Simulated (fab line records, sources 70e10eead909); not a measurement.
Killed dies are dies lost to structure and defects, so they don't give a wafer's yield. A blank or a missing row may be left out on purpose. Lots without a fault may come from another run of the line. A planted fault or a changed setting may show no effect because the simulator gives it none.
Which tool did it? | flow nand_harc | 11 lots, 33 wafers sampled, at 4 steps of a route of 1159

WHAT THE GAUGES READ, wafer by wafer
NHARC_A_M0_CD_MEAS_09: target cd 80 nm.
lot  | measured     | on        | cd_nm (nm)
L520 | day 17 23:00 | cd_sem-03 | 81.5 81.5 81.2
L521 | day 17 23:38 | cd_sem-03 | 80.6 79.3 80.5
L523 | day 18 08:57 | cd_sem-03 | 79.5 80.1 79.5
L524 | day 18 14:54 | cd_sem-03 | 79.5 79.7 79.5
L527 | day 19 09:55 | cd_sem-01 | 80.3 80.3 79.4
L528 | day 19 17:25 | cd_sem-02 | 80.8 80.2 80.6
L529 | day 19 17:51 | cd_sem-01 | 80.3 80.0 79.3
L530 | day 20 01:31 | cd_sem-03 | 79.7 80.0 80.4
L536 | day 21 14:35 | cd_sem-03 | 75.7 76.1 75.5
L537 | day 21 18:54 | cd_sem-01 | 76.4 76.6 76.6
L542 | day 22 18:10 | cd_sem-02 | 79.7 80.5 79.9

WHICH TOOL RAN EACH LOT (tool, then ch and the chambers of the sampled wafers, then the start)
lot  | NHARC_A_BLC_CVD_24                       | NHARC_A_BLC_CMP_25            | NHARC_A_M0_EXPOSE_06
L520 | cvd_w-01 ch 0,1, day 17 21:41 or earlier | cmp-02 ch 0,2,3, day 17 21:41 | arfi_scanner-01 ch 0, day 17 22:52
L521 | cvd_w-02 ch 0,1, day 17 22:18 or earlier | cmp-04 ch 1,2,3, day 17 22:18 | arfi_scanner-02 ch 0, day 17 23:30
L523 | cvd_w-01 ch 0,1, day 18 07:46 or earlier | cmp-04 ch 1,2, day 18 07:46   | arfi_scanner-02 ch 0, day 18 08:49
L524 | cvd_w-02 ch 0,1, day 18 13:45 or earlier | cmp-04 ch 0,1,3, day 18 13:45 | arfi_scanner-01 ch 0, day 18 14:46
L527 | cvd_w-02 ch 1, day 19 08:40 or earlier   | cmp-01 ch 0,1,2, day 19 08:40 | arfi_scanner-02 ch 0, day 19 09:47
L528 | cvd_w-02 ch 0,1, day 19 16:08 or earlier | cmp-02 ch 0,1,3, day 19 16:08 | arfi_scanner-03 ch 0, day 19 17:17
L529 | cvd_w-02 ch 0, day 19 16:32 or earlier   | cmp-01 ch 1,3, day 19 16:32   | arfi_scanner-02 ch 0, day 19 17:43
L530 | cvd_w-02 ch 0,1, day 20 00:15 or earlier | cmp-01 ch 0,2,3, day 20 00:15 | arfi_scanner-03 ch 0, day 20 01:22
L536 | cvd_w-02 ch 0, day 21 13:19 or earlier   | cmp-01 ch 2,3, day 21 13:19   | arfi_scanner-02 ch 0, day 21 14:27
L537 | cvd_w-01 ch 0,1, day 21 17:45 or earlier | cmp-02 ch 0,1,3, day 21 17:45 | arfi_scanner-02 ch 0, day 21 18:46
L542 | cvd_w-02 ch 1, day 22 16:59 or earlier   | cmp-04 ch 0,2,3, day 22 16:59 | arfi_scanner-03 ch 0, day 22 18:02
- NHARC_A_BLC_CVD_24: deposits W, target thk 150 nm, time 434 s.
- NHARC_A_BLC_CMP_25: polishes, t overpolish 30 s, target thk 150 nm.
- NHARC_A_M0_EXPOSE_06: exposes mask A M0, target cd 80 nm.

THE ANSWER, worked out from the rows above alone
Rule: what is usual is taken from the lots themselves. Put in order of their means at a reading, lots are off if they are a third of the lots or fewer, leave a main group of 4 or more, and stand apart from it by a gap of 3 or more times the standard deviation of the main group's means; of several such gaps the widest counts. A main group whose means are all the same, to the digits that the tables above print for the reading, isn't used. A lot without any number at a reading at which 4 lots or more have one is off too. The other lots that the step has rows for count as sound.
Off: L536, L537, at NHARC_A_M0_CD_MEAS_09 (cd_nm). The main group: mean 80.1 nm, standard deviation 0.51.
A tool fits if, at a process step before that reading, it ran every lot that is off, and no sound lot after the first of them. The gauges at NHARC_A_M0_CD_MEAS_09 are tried like those tools. NHARC_A_BLC_CVD_24 gives no start for some lots, so the hours and the order of its lots are those of NHARC_A_BLC_CMP_25. One fits: arfi_scanner-02 at NHARC_A_M0_EXPOSE_06. Its last sound lot is L529 (day 19 17:43), its first lot that is off L536 (day 21 14:27): a fault that began between those two fits.

WHAT THE SIMULATOR HAD PUT IN
Process parameter drift: arfi_scanner-02, from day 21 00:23 on, at NHARC_A_M0_EXPOSE_06. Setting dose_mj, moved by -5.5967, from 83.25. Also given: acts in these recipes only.
Lots struck among those shown: L536, L537. The rule above found the same.
